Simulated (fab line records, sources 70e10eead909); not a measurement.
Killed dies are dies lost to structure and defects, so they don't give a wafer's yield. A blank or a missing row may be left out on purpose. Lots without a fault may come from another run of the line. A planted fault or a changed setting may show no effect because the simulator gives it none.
fab line records | flow nand_harc
record lots=24 wafers=72 last_day=24
route steps=1159 shown A_STAIRCASE@710 A_SGD_CUT@758 A_SLIT@779
lots that met no fault: from a run of the same line without faults
start_h: hours from the record's first day to the start of the lot's first wafer shown | wait_h: hours since the lot's step before | " the same as in the row above | L1.1+2: a row that stands for several wafers | - no value, or no start given | * or withheld: withheld | < > ~ a bound
route shown NAME@n: a module of which the file shows steps, and the number in the route of the first | usual: mean/standard deviation of fault-free wafers | same: alike in all rows | chamber/n: place in a boat | sites: the reading at each site | _std_site: their standard deviation | _edge_site: outer sites' mean less inner sites' | radius_mm: how far each site lies from the wafer's centre | mask NAME#n: copy n | behind: the tool/chamber that last shaped the wafer | hold: why the lot was held/for how many hours/how that ended | device: the transistor (n, p or np) that didn't switch | end of line: the same wafers' tests at the end of the route | a step without rows: its recipe alone | killed: dies lost to structure and defects at the first sort, not the wafer's yield | map: a wafer's dies, x killed, . not, _ none there
set.NAME: the setting as run; set.NAME@STEP: as run at that earlier step | model.NAME: the simulator's own value behind a step, which no gauge read
steps of the route over a sample of lots; a table a step, a row a wafer
services: from which hour (start_h, from the record's first day; less than 0 if before it) a tool's chamber was out of use, for how many hours, and why
## steps
# step NHARC_A_STAIRCASE_DEP_322
# recipe target_thk_a=38000 temp_c=400 target_thk_nm=3800 teos_flow_sccm=200 rf_w=500 material=SiO2
# usual heater_power_w=691/78 susceptor_temp_C=399.97/0.22
# columns lot.wafer tool chamber start_h wait_h heater_power_w susceptor_temp_C
L074.3 pecvd-02 0 287.80 0.1 600 399.68
L074.1 " 1 " " 756 400.08
L074.6 " 0 " " 580 399.62
L076.2 pecvd-02 1 297.83 0.3 686 400.31
L076.4 " 0 " " 581 400.48
L076.5 " 1 " " 644 400.07
L078.1 pecvd-01 2 306.24 0.1 787 400.39
L078.6 " 0 " " 609 399.90
L078.4 " 1 " " 616 400.30
L077.2 pecvd-04 1 306.32 0.2 855 400.18
L077.4 " 1 " " 733 400.14
L077.6 " 2 " " 693 399.98
L079.1 pecvd-02 1 306.42 0.3 678 399.86
L079.4 " 0 " " 586 400.15
L079.6 " 1 " " 627 399.98
L075.3 pecvd-04 2 306.79 0.6 795 399.65
L075.6 " 0 " " 626 400.06
L075.5 " 1 " " 712 400.02
L080.1 pecvd-02 2 306.80 0.6 675 399.91
L080.2 " 1 " " 802 399.74
L080.6 " 0 " " 588 400.08
L082.3 pecvd-01 2 333.08 0.1 781 399.88
L082.4 " 2 " " 648 399.49
L082.6 " 0 " " 623 399.95
L081.3 pecvd-04 1 333.18 0.2 878 400.09
L081.2 " 2 " " 802 399.97
L081.4 " 2 " " 694 399.95
L083.1 pecvd-04 1 343.37 0.1 826 400.26
L083.5 " 2 " " 702 399.87
L083.6 " 0 " " 616 399.84
L084.1 pecvd-04 0 347.41 0.2 758 400.02
L084.5 " 2 " " 690 400.00
L084.6 " 0 " " 628 399.95
L085.2 pecvd-01 2 347.51 0.3 747 399.95
L085.6 " 0 " " 610 400.10
L085.4 " 2 " " 647 399.90
L087.3 pecvd-01 1 356.79 0.1 679 399.77
L087.5 " 1 " " 615 400.12
L087.4 " 2 " " 653 399.88
L086.3 pecvd-04 1 373.04 0.1 881 400.09
L086.2 " 2 " " 851 399.77
L086.1 " 0 " " 710 399.52
L089.3 pecvd-01 1 373.04 0.1 751 400.52
L089.6 " 1 " " 611 400.48
L089.4 " 2 " " 662 399.60
L088.1 pecvd-02 2 373.19 0.2 775 399.95
L088.4 " 0 " " 555 399.78
L088.6 " 2 " " 642 400.03
L090.2 pecvd-02 1 385.47 0.1 708 399.56
L090.4 " 1 " " 615 399.91
L090.5 " 0 " " 555 400.06
L092.1 pecvd-01 0 385.72 0.3 776 399.84
L092.4 " 2 " " 656 400.22
L092.5 " 1 " " 600 399.90
L091.3 pecvd-01 1 390.71 0.2 734 400.01
L091.5 " 2 " " 661 400.08
L091.4 " 0 " " 631 399.80
L093.2 pecvd-04 1 397.19 0.1 773 399.98
L093.1 " 2 " " 843 399.60
L093.5 " 1 " " 669 400.11
L094.1 pecvd-01 2 397.19 0.1 688 399.91
L094.3 " 0 " " 797 399.69
L094.2 " 1 " " 742 399.86
L095.2 pecvd-02 2 397.39 0.3 802 400.00
L095.6 " 0 " " 565 399.61
L095.5 " 2 " " 662 399.86
L096.1 pecvd-01 1 414.72 0.2 679 400.16
L096.3 " 2 " " 808 400.01
L096.5 " 2 " " 659 400.33
L097.1 pecvd-02 2 430.72 0.3 669 399.78
L097.5 " 1 " " 632 400.02
L097.6 " 2 " " 652 399.78
# step NHARC_A_STAIRCASE_INSPECT_155
# usual raw_defect_count=349/110
# columns lot.wafer tool chamber start_h wait_h raw_defect_count
L074.1 defect_inspect-01 - 309.83 0.1 314
L074.3 " - " " 393
L074.6 " - " " 340
L076.2 defect_inspect-01 - 325.19 0.1 553
L076.4 " - " " 594
L076.5 " - " " 415
L077.2 defect_inspect-02 - 326.13 0.1 373
L077.4 " - " " 264
L077.6 " - " " 221
L075.3 defect_inspect-01 - 326.43 0.1 614
L075.5 " - " " 237
L075.6 " - " " 284
L079.1 defect_inspect-02 - 327.89 0.1 579
L079.4 " - " " 404
L079.6 " - " " 348
L078.1 defect_inspect-02 - 328.07 0.1 276
L078.4 " - " " 313
L078.6 " - " " 167
L080.1 defect_inspect-02 - 329.23 0.1 196
L080.2 " - " " 214
L080.6 " - " " 209
L081.2 defect_inspect-01 - 355.74 0.1 196
L081.3 " - " " 170
L081.4 " - " " 191
L082.3 defect_inspect-02 - 356.11 0.1 227
L082.4 " - " " 265
L082.6 " - " " 221
L083.1 defect_inspect-01 - 368.81 0.1 290
L083.5 " - " " 600
L083.6 " - " " 186
L085.2 defect_inspect-02 - 369.13 0.1 472
L085.4 " - " " 373
L085.6 " - " " 759
L084.1 defect_inspect-02 - 370.65 0.1 333
L084.5 " - " " 370
L084.6 " - " " 364
L087.3 defect_inspect-02 - 381.90 0.1 581
L087.4 " - " " 375
L087.5 " - " " 339
L086.1 defect_inspect-01 - 398.96 0.1 484
L086.2 " - " " 394
L086.3 " - " " 239
L088.1 defect_inspect-01 - 399.69 0.1 327
L088.4 " - " " 589
L088.6 " - " " 478
L089.3 defect_inspect-01 - 401.72 0.1 338
L089.4 " - " " 506
L089.6 " - " " 205
L090.2 defect_inspect-02 - 406.40 0.1 346
L090.4 " - " " 386
L090.5 " - " " 369
L092.1 defect_inspect-02 - 406.56 0.1 355
L092.4 " - " " 260
L092.5 " - " " 393
L091.3 defect_inspect-01 - 412.18 0.1 239
L091.4 " - " " 381
L091.5 " - " " 284
L095.2 defect_inspect-01 - 417.45 0.1 360
L095.5 " - " " 314
L095.6 " - " " 296
L093.1 defect_inspect-01 - 417.59 0.1 353
L093.2 " - " " 259
L093.5 " - " " 262
L094.1 defect_inspect-02 - 418.78 0.1 348
L094.2 " - " " 286
L094.3 " - " " 403
L096.1 defect_inspect-01 - 436.78 0.1 308
L096.3 " - " " 391
L096.5 " - " " 296
L097.1 defect_inspect-02 - 451.89 0.1 350
L097.5 " - " " 474
L097.6 " - " " 244
# step NHARC_A_SGD_CUT_CD_MEAS_09
# recipe target_cd_nm=100 landing_energy_ev=500
# usual cd_nm=99.9/0.5
# columns lot.wafer tool chamber start_h wait_h cd_nm
L074.1 cd_sem-01 0 310.62 - 99.7
L074.3 " 0 " " 100.2
L074.6 " 0 " " 100.4
L076.2 cd_sem-03 0 325.99 - 99.8
L076.4 " 0 " " 100.6
L076.5 " 0 " " 100.0
L077.2 cd_sem-03 0 326.93 - 100.1
L077.4 " 0 " " 100.6
L077.6 " 0 " " 99.9
L075.3 cd_sem-02 0 327.24 - 99.8
L075.5 " 0 " " 99.8
L075.6 " 0 " " 100.3
L079.1 cd_sem-02 0 328.56 - 100.4
L079.4 " 0 " " 99.7
L079.6 " 0 " " 100.0
L078.1 cd_sem-01 0 328.85 - 99.3
L078.4 " 0 " " 99.0
L078.6 " 0 " " 99.8
L080.1 cd_sem-02 0 330.03 - 100.0
L080.2 " 0 " " 99.2
L080.6 " 0 " " 99.7
L081.2 cd_sem-02 0 356.52 - 99.1
L081.3 " 0 " " 99.8
L081.4 " 0 " " 99.6
L082.3 cd_sem-01 0 356.91 - 99.6
L082.4 " 0 " " 99.8
L082.6 " 0 " " 99.8
L083.1 cd_sem-03 0 369.62 - 100.4
L083.5 " 0 " " 99.4
L083.6 " 0 " " 99.4
L085.2 cd_sem-03 0 369.94 - 99.5
L085.4 " 0 " " 99.3
L085.6 " 0 " " 99.7
L084.1 cd_sem-01 0 371.44 - 99.3
L084.5 " 0 " " 99.7
L084.6 " 0 " " 99.5
L087.3 cd_sem-03 0 382.69 - 99.5
L087.4 " 0 " " 98.6
L087.5 " 0 " " 99.5
L086.1 cd_sem-02 0 399.77 - 99.6
L086.2 " 0 " " 99.3
L086.3 " 0 " " 100.2
L088.1 cd_sem-03 0 400.48 - 99.7
L088.4 " 0 " " 99.7
L088.6 " 0 " " 99.7
L089.3 cd_sem-03 0 402.39 - 99.1
L089.4 " 0 " " 100.3
L089.6 " 0 " " 99.5
L090.2 cd_sem-03 0 407.19 - 100.2
L090.4 " 0 " " 100.0
L090.5 " 0 " " 99.9
L092.1 cd_sem-03 0 407.35 - 99.8
L092.4 " 0 " " 99.5
L092.5 " 0 " " 100.1
L091.3 cd_sem-01 0 412.85 - 100.2
L091.4 " 0 " " 99.9
L091.5 " 0 " " 98.8
L095.2 cd_sem-01 0 418.12 - 100.1
L095.5 " 0 " " 99.1
L095.6 " 0 " " 99.2
L093.1 cd_sem-03 0 418.39 - 100.1
L093.2 " 0 " " 99.9
L093.5 " 0 " " 99.7
L094.1 cd_sem-01 0 419.57 - 100.0
L094.2 " 0 " " 100.1
L094.3 " 0 " " 100.3
L096.1 cd_sem-03 0 437.44 - 99.6
L096.3 " 0 " " 100.4
L096.5 " 0 " " 99.9
L097.1 cd_sem-02 0 452.67 - 100.4
L097.5 " 0 " " 100.6
L097.6 " 0 " " 100.4
# step NHARC_A_SGD_CUT_OVL_MEAS_10
# usual overlay_x_nm=0.0/1.1 overlay_y_nm=0.1/0.82
# columns lot.wafer tool chamber start_h wait_h overlay_x_nm overlay_y_nm
L074.1 overlay-02 - 310.71 - -1.3 1.5
L074.3 " - " " -1.4 2.1
L074.6 " - " " -1.5 1.5
L076.2 overlay-01 - 326.09 - 1.9 0.0
L076.4 " - " " 1.4 0.3
L076.5 " - " " 1.7 0.5
L077.2 overlay-01 - 327.02 - -0.1 -1.0
L077.4 " - " " -0.3 -1.1
L077.6 " - " " 0.1 -0.6
L075.3 overlay-02 - 327.32 - -0.8 1.8
L075.5 " - " " -0.7 2.3
L075.6 " - " " -0.3 2.0
L079.1 overlay-02 - 328.65 - 0.8 -1.3
L079.4 " - " " 1.0 -0.3
L079.6 " - " " 0.8 -0.8
L078.1 overlay-02 - 328.94 - -1.0 0.1
L078.4 " - " " -1.3 0.6
L078.6 " - " " -1.3 -0.2
L080.1 overlay-02 - 330.12 - -0.2 -1.3
L080.2 " - " " -0.2 -0.7
L080.6 " - " " -0.3 -1.5
L081.2 overlay-01 - 356.61 - 0.3 0.4
L081.3 " - " " 0.3 0.2
L081.4 " - " " 0.3 0.2
L082.3 overlay-02 - 356.99 - 1.4 0.3
L082.4 " - " " 1.4 0.3
L082.6 " - " " 2.1 -0.3
L083.1 overlay-02 - 369.71 - -0.9 0.3
L083.5 " - " " -0.6 0.7
L083.6 " - " " -1.3 0.7
L085.2 overlay-02 - 370.03 - -2.0 -0.3
L085.4 " - " " -1.2 -1.3
L085.6 " - " " -1.5 -1.0
L084.1 overlay-02 - 371.53 - 0.3 -0.3
L084.5 " - " " -0.1 -0.1
L084.6 " - " " 0.5 -0.3
L087.3 overlay-02 - 382.77 - 0.3 -0.9
L087.4 " - " " 0.6 -0.7
L087.5 " - " " 0.9 -0.3
L086.1 overlay-01 - 399.86 - 0.6 0.7
L086.2 " - " " 1.0 1.0
L086.3 " - " " 1.6 0.9
L088.1 overlay-02 - 400.57 - -1.1 -0.7
L088.4 " - " " -0.9 -0.6
L088.6 " - " " -0.5 -0.3
L089.3 overlay-02 - 402.47 - -1.0 0.8
L089.4 " - " " -1.6 0.9
L089.6 " - " " -1.3 0.5
L090.2 overlay-02 - 407.27 - -0.1 0.7
L090.4 " - " " -0.7 0.6
L090.5 " - " " -0.3 0.5
L092.1 overlay-01 - 407.44 - -0.9 -0.2
L092.4 " - " " -0.1 0.3
L092.5 " - " " -0.3 -0.2
L091.3 overlay-02 - 412.94 - -0.5 -0.2
L091.4 " - " " -0.9 0.8
L091.5 " - " " -0.9 0.5
L095.2 overlay-01 - 418.20 - -1.1 -0.4
L095.5 " - " " -1.3 -0.2
L095.6 " - " " -1.6 0.0
L093.1 overlay-02 - 418.48 - 1.9 -0.5
L093.2 " - " " 1.0 -0.2
L093.5 " - " " 0.5 -0.6
L094.1 overlay-01 - 419.66 - 1.9 -0.4
L094.2 " - " " 2.0 -0.1
L094.3 " - " " 2.2 -0.4
L096.1 overlay-01 - 437.53 - 1.1 0.9
L096.3 " - " " 1.9 0.9
L096.5 " - " " 1.2 1.7
L097.1 overlay-01 - 452.76 - 0.7 0.9
L097.5 " - " " -0.1 0.2
L097.6 " - " " 0.2 0.6
# step NHARC_A_SGD_CUT_THK_MEAS_22
# recipe thk_meas_gauge=ellipsometry
# usual thk_nm=148.5/1.6
# columns lot.wafer tool chamber start_h wait_h thk_nm
L074.1 film_metro-02 - 317.72 0.2 150.9
L074.3 " - " " 149.6
L074.6 " - " " 147.7
L077.2 film_metro-02 - 332.40 0.2 149.6
L077.4 " - " " 146.2
L077.6 " - " " 150.2
L075.3 film_metro-01 - 332.40 0.2 149.7
L075.5 " - " " 148.3
L075.6 " - " " 150.2
L078.1 film_metro-01 - 332.44 0.2 149.8
L078.4 " - " " 146.8
L078.6 " - " " 147.7
L076.2 film_metro-02 - 332.54 0.2 147.2
L076.4 " - " " 149.4
L076.5 " - " " 149.2
L079.1 film_metro-01 - 332.55 0.2 148.1
L079.4 " - " " 148.2
L079.6 " - " " 148.1
L080.1 film_metro-01 - 337.59 0.2 150.7
L080.2 " - " " 151.7
L080.6 " - " " 148.3
L081.2 film_metro-01 - 365.30 0.2 149.4
L081.3 " - " " 148.7
L081.4 " - " " 148.4
L082.3 film_metro-01 - 365.32 0.2 146.1
L082.4 " - " " 149.2
L082.6 " - " " 148.1
L084.1 film_metro-01 - 375.50 0.2 149.5
L084.5 " - " " 149.4
L084.6 " - " " 148.3
L085.2 film_metro-02 - 375.51 0.2 146.5
L085.4 " - " " 146.8
L085.6 " - " " 148.1
L083.1 film_metro-02 - 375.51 0.2 149.6
L083.5 " - " " 147.6
L083.6 " - " " 147.1
L087.3 film_metro-02 - 388.76 0.2 147.1
L087.4 " - " " 149.3
L087.5 " - " " 147.9
L086.1 film_metro-02 - 406.29 0.2 151.1
L086.2 " - " " 148.7
L086.3 " - " " 143.9
L089.3 film_metro-02 - 406.31 0.2 148.6
L089.4 " - " " 145.9
L089.6 " - " " 150.1
L088.1 film_metro-02 - 406.44 0.2 151.1
L088.4 " - " " 150.7
L088.6 " - " " 149.4
L090.2 film_metro-02 - 413.34 0.2 146.8
L090.4 " - " " 149.7
L090.5 " - " " 146.6
L092.1 film_metro-01 - 413.36 0.2 148.1
L092.4 " - " " 148.1
L092.5 " - " " 146.4
L091.3 film_metro-01 - 418.74 0.2 150.4
L091.4 " - " " 148.2
L091.5 " - " " 150.2
L093.1 film_metro-02 - 424.03 0.2 150.7
L093.2 " - " " 149.3
L093.5 " - " " 147.5
L094.1 film_metro-01 - 424.03 0.2 148.4
L094.2 " - " " 148.7
L094.3 " - " " 148.1
L095.2 film_metro-01 - 424.03 0.2 148.0
L095.5 " - " " 149.4
L095.6 " - " " 148.0
L096.1 film_metro-02 - 445.35 0.2 149.3
L096.3 " - " " 144.7
L096.5 " - " " 148.0
L097.1 film_metro-01 - 457.32 0.2 145.1
L097.5 " - " " 146.8
L097.6 " - " " 146.8
# step NHARC_A_SLIT_DEP_25
# recipe target_thk_a=2000 temp_c=400 pressure_torr=6.5 rf_w=900 teos_flow_sccm=161.4 flow_sccm=2650 target_thk_nm=200 gas=O2 material=SiO2
# usual heater_power_w=554/82 susceptor_temp_C=400.03/0.21 throttle_valve_pct=15.9/0.64
# columns lot.wafer tool chamber start_h wait_h heater_power_w susceptor_temp_C throttle_valve_pct
L074.3 pecvd-03 2 318.26 0.1 454 399.79 15.3
L074.1 " 0 " " 545 399.76 16.5
L074.6 " 1 " " 483 399.99 16.5
L077.2 pecvd-03 1 332.93 0.1 495 399.84 16.2
L077.4 " 1 " " 510 399.74 16.3
L077.6 " 0 " " 501 400.37 16.3
L075.3 pecvd-04 0 333.03 0.2 671 400.01 16.3
L075.5 " 1 " " 565 400.13 15.0
L075.6 " 2 " " 591 400.21 16.0
L078.1 pecvd-03 1 333.15 0.2 484 400.36 16.5
L078.6 " 1 " " 510 400.39 16.4
L078.4 " 0 " " 646 399.96 16.5
L079.1 pecvd-03 0 333.39 0.4 611 399.87 16.5
L079.4 " 1 " " 508 399.94 16.4
L079.6 " 2 " " 476 399.95 15.4
L076.2 pecvd-03 2 333.62 0.6 465 399.81 15.4
L076.5 " 0 " " 540 400.27 16.7
L076.4 " 1 " " 491 399.97 16.5
L080.2 pecvd-04 1 338.16 0.1 575 399.98 15.4
L080.1 " 2 " " 661 400.00 16.1
L080.6 " 1 " " 592 399.54 15.3
L081.3 pecvd-02 0 365.84 0.1 424 399.98 15.6
L081.2 " 1 " " 594 400.14 16.6
L081.4 " 0 " " 436 400.30 15.7
L082.3 pecvd-03 2 365.92 0.1 457 400.24 14.8
L082.4 " 0 " " 622 400.09 16.5
L082.6 " 2 " " 475 400.27 15.1
L084.1 pecvd-03 1 376.03 0.1 406 400.30 16.6
L084.6 " 1 " " 423 400.23 16.6
L084.5 " 2 " " 495 400.04 15.2
L085.2 pecvd-02 0 376.10 0.1 511 400.22 15.7
L085.4 " 0 " " 523 400.04 15.9
L085.6 " 0 " " 536 400.10 15.8
L083.1 pecvd-03 0 376.31 0.3 516 399.91 16.6
L083.5 " 2 " " 434 400.03 15.0
L083.6 " 1 " " 494 400.10 16.7
L087.3 pecvd-04 0 389.36 0.1 650 399.93 15.8
L087.5 " 2 " " 730 399.86 15.6
L087.4 " 1 " " 624 400.22 14.9
L086.1 pecvd-02 0 406.82 0.1 508 400.48 15.9
L086.3 " 1 " " 588 400.19 16.7
L086.2 " 2 " " 645 400.14 15.9
L089.3 pecvd-03 1 406.85 0.1 510 400.22 16.5
L089.4 " 2 " " 430 400.09 15.3
L089.6 " 0 " " 594 400.21 16.7
L088.1 pecvd-04 2 407.03 0.1 697 399.94 15.3
L088.6 " 1 " " 687 400.13 14.8
L088.4 " 2 " " 711 399.78 15.5
L090.2 pecvd-03 0 413.99 0.2 595 399.93 16.7
L090.5 " 0 " " 598 399.93 16.8
L090.4 " 2 " " 460 400.05 15.2
L092.1 pecvd-04 2 414.12 0.3 624 400.23 15.7
L092.4 " 0 " " 587 399.82 15.6
L092.5 " 2 " " 662 400.14 15.6
L091.3 pecvd-03 1 419.50 0.3 445 399.90 16.4
L091.4 " 2 " " 356 399.97 15.3
L091.5 " 1 " " 465 400.28 16.8
L094.1 pecvd-02 2 424.56 0.1 548 399.61 15.9
L094.3 " 0 " " 539 400.08 16.0
L094.2 " 1 " " 610 400.00 16.4
L093.1 pecvd-03 0 424.56 0.1 631 400.13 16.6
L093.2 " 1 " " 487 400.07 16.8
L093.5 " 0 " " 484 399.95 16.7
L095.2 pecvd-04 0 424.71 0.2 628 400.10 15.6
L095.6 " 0 " " 644 400.21 15.9
L095.5 " 2 " " 631 399.93 15.6
L096.3 pecvd-03 0 446.12 0.3 603 400.13 16.6
L096.1 " 1 " " 506 399.92 16.4
L096.5 " 0 " " 623 399.88 16.7
L097.1 pecvd-04 0 457.89 0.1 667 399.80 15.9
L097.6 " 2 " " 679 399.62 15.6
L097.5 " 1 " " 585 400.14 15.1
## services
# columns tool chamber start_h hours kind
pecvd-04 2 284.33 4.0 repair
pecvd-04 0 291.34 4.0 repair
pecvd-03 - 292.00 13.0 pm
pecvd-03 0 292.00 13.0 vent_cycle
pecvd-03 1 292.00 13.0 vent_cycle
pecvd-03 2 292.00 13.0 vent_cycle
pecvd-03 0 305.00 - clean
pecvd-03 1 305.00 - clean
pecvd-03 2 305.00 - clean
pecvd-04 - 311.58 1.2 repair
pecvd-02 - 334.56 13.0 pm
pecvd-02 0 334.56 13.0 vent_cycle
pecvd-02 1 334.56 13.0 vent_cycle
pecvd-04 - 376.04 13.0 pm
pecvd-04 0 376.04 13.0 vent_cycle
pecvd-04 1 376.04 13.0 vent_cycle
pecvd-04 2 376.04 13.0 vent_cycle
pecvd-02 - 380.20 1.2 repair
pecvd-04 0 389.04 - clean
pecvd-04 1 389.04 - clean
pecvd-04 2 389.04 - clean
pecvd-01 - 418.13 13.0 pm
pecvd-04 1 431.88 16.8 repair
pecvd-01 - 451.43 0.3 repair
## key
fault none
